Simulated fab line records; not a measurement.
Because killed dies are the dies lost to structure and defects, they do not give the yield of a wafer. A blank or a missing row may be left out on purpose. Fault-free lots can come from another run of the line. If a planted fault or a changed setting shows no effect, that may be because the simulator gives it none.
The tool behind it: which one? -- flow nand-harc -- 13 lots with 39 wafers sampled at 6 steps, on a route of 1302 steps

WHAT EACH GAUGE READ, for each wafer
NHARC_P_GATE_CD_MEAS_33.
lot,measured,on,cd-nm (nm)
L668,day 5 06:23,cd-sem-02,119 125 119
L669,day 5 14:35,cd-sem-01,124 123 127
L670,day 5 19:40,cd-sem-01,124 123 122
L671,day 6 13:40,cd-sem-03,127 121 122
L682,day 10 23:34,cd-sem-02,121 116 110
L683,day 11 03:26,cd-sem-02,116 116 114
L684,day 11 19:24,cd-sem-02,115 116 118
L685,day 12 00:25,cd-sem-02,118 115 119
L686,day 12 16:57,cd-sem-01,120 127 120
L688,day 13 13:47,cd-sem-02,123 122 125
L689,day 13 18:22,cd-sem-03,123 118 120
L690,day 14 07:34,cd-sem-03,117 126 115
L691,day 14 22:20,cd-sem-01,118 122 117

NHARC_P_GATE_CD_MEAS_91 targets a cd of 2000 nm.
lot,measured,on,cd-nm (nm)
L668,day 5 20:48,cd-sem-03,1999.2 1996.5 2001.8
L669,day 6 05:14,cd-sem-01,2001.7 1998.7 1999.2
L670,day 6 09:59,cd-sem-02,2001.3 1999.2 1996.0
L671,day 7 04:07,cd-sem-02,1889.9 1897.5 1893.4
L682,day 11 14:04,cd-sem-03,2004.0 2002.1 2000.6
L683,day 11 18:16,cd-sem-02,1996.6 2001.8 1999.9
L684,day 12 09:57,cd-sem-02,2002.1 1996.8 2003.9
L685,day 12 14:48,cd-sem-02,2000.4 2002.1 2001.8
L686,day 13 07:10,cd-sem-01,2002.1 2003.0 2000.3
L688,day 14 04:14,cd-sem-03,1999.7 2002.2 1999.6
L689,day 14 08:53,cd-sem-01,1999.6 2000.6 2002.8
L690,day 14 21:41,cd-sem-01,1995.3 2003.5 2001.4
L691,day 15 13:17,cd-sem-02,1996.8 1998.9 2002.4

NHARC_END_SORT_01.
lot,measured,on,killed-at-array,killed-at-other,killed-at-periphery,killed-dies,killed-open,killed-short
L671,day 26 02:40,prober-02,47,1,3,51,3,4

WHICH TOOL RAN EACH LOT (tool, then ch and the chambers of the sampled wafers, then the start)
lot,NHARC_P_GATE_EXPOSE_88,NHARC_P_GATE_RTA_64,NHARC_P_GATE_DEGAS_109
L668,"krf-scanner-02 ch 0, day 5 20:38","rtp-anneal-02 ch 0, day 5 22:37","pvd-sputter-03, day 5 22:56"
L669,"krf-scanner-03 ch 0, day 6 05:05","rtp-anneal-02 ch 0, day 6 07:11","pvd-sputter-01, day 6 07:30"
L670,"krf-scanner-03 ch 0, day 6 09:50","rtp-anneal-02 ch 0, day 6 11:48","pvd-sputter-01, day 6 12:10"
L671,"krf-scanner-02 ch 0, day 7 03:58","rtp-anneal-01 ch 0, day 7 05:55","pvd-sputter-03, day 7 06:14"
L682,"krf-scanner-02 ch 0, day 11 13:55","rtp-anneal-02 ch 0, day 11 15:58","pvd-sputter-03, day 11 16:17"
L683,"krf-scanner-02 ch 0, day 11 18:07","rtp-anneal-02 ch 0, day 11 20:15","pvd-sputter-03, day 11 20:34"
L684,"krf-scanner-04 ch 0, day 12 09:47","rtp-anneal-02 ch 0, day 12 11:46","pvd-sputter-01, day 12 12:05"
L685,"krf-scanner-02 ch 0, day 12 14:39","rtp-anneal-01 ch 0, day 12 16:37","pvd-sputter-01, day 12 16:57"
L686,"krf-scanner-02 ch 0, day 13 07:01","rtp-anneal-01 ch 0, day 13 09:15","pvd-sputter-02, day 13 09:33"
L688,"krf-scanner-02 ch 0, day 14 04:05","rtp-anneal-02 ch 0, day 14 06:08","pvd-sputter-01, day 14 06:23"
L689,"krf-scanner-03 ch 0, day 14 08:44","rtp-anneal-02 ch 0, day 14 10:45","pvd-sputter-03, day 14 11:02"
L690,"krf-scanner-03 ch 0, day 14 21:32","rtp-anneal-01 ch 0, day 14 23:33","pvd-sputter-02, day 14 23:47"
L691,"krf-scanner-02 ch 0, day 15 13:08","rtp-anneal-02 ch 0, day 15 15:41","pvd-sputter-01, day 15 15:59"
- NHARC_P_GATE_EXPOSE_88: exposes mask P HVN, target cd 2000 nm.
- NHARC_P_GATE_RTA_64: time 1 s.
- NHARC_P_GATE_DEGAS_109: time 60 s.

WHAT THE TOOLS THEMSELVES READ (means of the sampled wafers that have a number; where no wafer has one, the mark that the record gives instead)
NHARC_P_GATE_RTA_64.
lot,tool,anneal-temp-c-max,lamp-power-pct (%),wafer_temp_C_max
L668,rtp-anneal-02,1053.6,33.17,1053.7
L669,rtp-anneal-02,1053.1,33.15,1053.7
L670,rtp-anneal-02,1053.0,33.14,1053.1
L671,rtp-anneal-01,1053.5,33.39,1053.9
L682,rtp-anneal-02,1052.8,33.19,1054.0
L683,rtp-anneal-02,1053.0,33.17,1053.9
L684,rtp-anneal-02,1053.2,33.14,1052.7
L685,rtp-anneal-01,1053.4,33.42,1054.5
L686,rtp-anneal-01,1053.5,33.37,1054.3
L688,rtp-anneal-02,1052.9,33.19,1053.7
L689,rtp-anneal-02,1052.6,33.11,1053.1
L690,rtp-anneal-01,1054.2,33.46,1054.2
L691,rtp-anneal-02,1052.3,33.15,1053.1

NHARC_P_GATE_DEGAS_109.
lot,tool,heater-power-w (W)
L668,pvd-sputter-03,485
L669,pvd-sputter-01,444
L670,pvd-sputter-01,463
L671,pvd-sputter-03,457
L682,pvd-sputter-03,487
L683,pvd-sputter-03,486
L684,pvd-sputter-01,484
L685,pvd-sputter-01,442
L686,pvd-sputter-02,435
L688,pvd-sputter-01,434
L689,pvd-sputter-03,480
L690,pvd-sputter-02,460
L691,pvd-sputter-01,451

THE ANSWER, worked out from the rows above alone
Rule: the lots themselves supply what counts as usual. The widest of any qualifying gaps counts: lots, ordered by their means at a reading, are off when they make up no more than a third of the lots, leave a main group of 4 or more, and stand apart from it by 3 or more times the standard deviation of that group's means. A main group is skipped when, at the precision printed for the reading in the tables above, its means are all equal. A lot without any number at a reading at which 4 lots or more have one is off too. Any other lot the step has rows for is counted as sound. After the gauges, taken in route order, come the tools' own readings; for these a lot's mean is taken, as printed above. The first step at which some lot is off is used, and at that step the reading that is off furthest; a lot without a number counts as furthest.
Off: L671, at NHARC_P_GATE_CD_MEAS_91 (cd-nm). For the main group the mean is 2000.4 nm and the standard deviation 1.1.
If a tool, at a process step before that reading, ran all the lots that are off and no sound lot after the first of them, it fits. The gauges at NHARC_P_GATE_CD_MEAS_91 aren't tried: what is off there is off at NHARC_P_GATE_RTA_64 too, on other tools, and a gauge's error can't cause that. No candidate that was tried fits.

WHAT THE SIMULATOR HAD INSERTED
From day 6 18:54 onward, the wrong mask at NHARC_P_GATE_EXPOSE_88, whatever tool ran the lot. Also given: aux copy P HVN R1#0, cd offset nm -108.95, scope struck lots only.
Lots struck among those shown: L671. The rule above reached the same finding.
